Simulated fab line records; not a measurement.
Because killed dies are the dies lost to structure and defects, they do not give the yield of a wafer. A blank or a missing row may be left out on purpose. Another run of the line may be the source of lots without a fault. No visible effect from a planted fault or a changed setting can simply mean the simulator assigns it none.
Chamber matching | flow nand-harc | rie-diel-05 running NHARC_A_STAIRCASE_ETCHBACK_422: 4 sister chambers
The step etches the open film in CH3F/O2, target depth 40 nm, time 74.286 s. 4 wafers are shown with their chamber, then 8 later ones without.

== WAFERS, EACH WITH ITS CHAMBER ==
wafer  | chamber | showerhead-plenum-p-Torr (Torr)
L598.5 | 2       | 2.48
L609.4 | 1       | 2.51
L609.6 | 3       | 2.33
L610.2 | 0       | 2.33

== WAFERS WITHOUT THEIR CHAMBER ==
wafer  | showerhead-plenum-p-Torr (Torr)
L610.3 | 2.47
L610.5 | 2.48
L614.3 | 2.47
L614.4 | 2.51
L614.5 | 2.51
L619.1 | 2.33
L619.2 | 2.50
L619.5 | 2.50

== WHICH CHAMBER EACH WENT THROUGH ==
wafer  | from the rows above     | in truth
L610.3 | 2                       | 2
L610.5 | 2                       | 2
L614.3 | 2                       | 2
L614.4 | 1                       | 1
L614.5 | 1                       | 1
L619.1 | can't be placed: 0 or 3 | 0
L619.2 | can't be placed: 1 or 2 | 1
L619.5 | can't be placed: 1 or 2 | 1
Correctly placed: 5 of 8. Can't be placed from these rows: 3 (the true chamber is among the candidates in 3). Placed wrongly: 0.
How it was worked out, from the rows above alone: a wafer's distance from a chamber is the root of the sum, over the readings, of the square of ((its reading less the chamber's mean) divided by the reading's scatter). If the next closest chamber is less than 2 further off than the closest, the wafer can't be placed; otherwise it belongs to the closest. For every chamber, the mean is computed from those of its wafers that are shown. The scatter: with one shown wafer a chamber, the root of the mean of the squares of how far each hidden wafer lies from its nearest shown one.
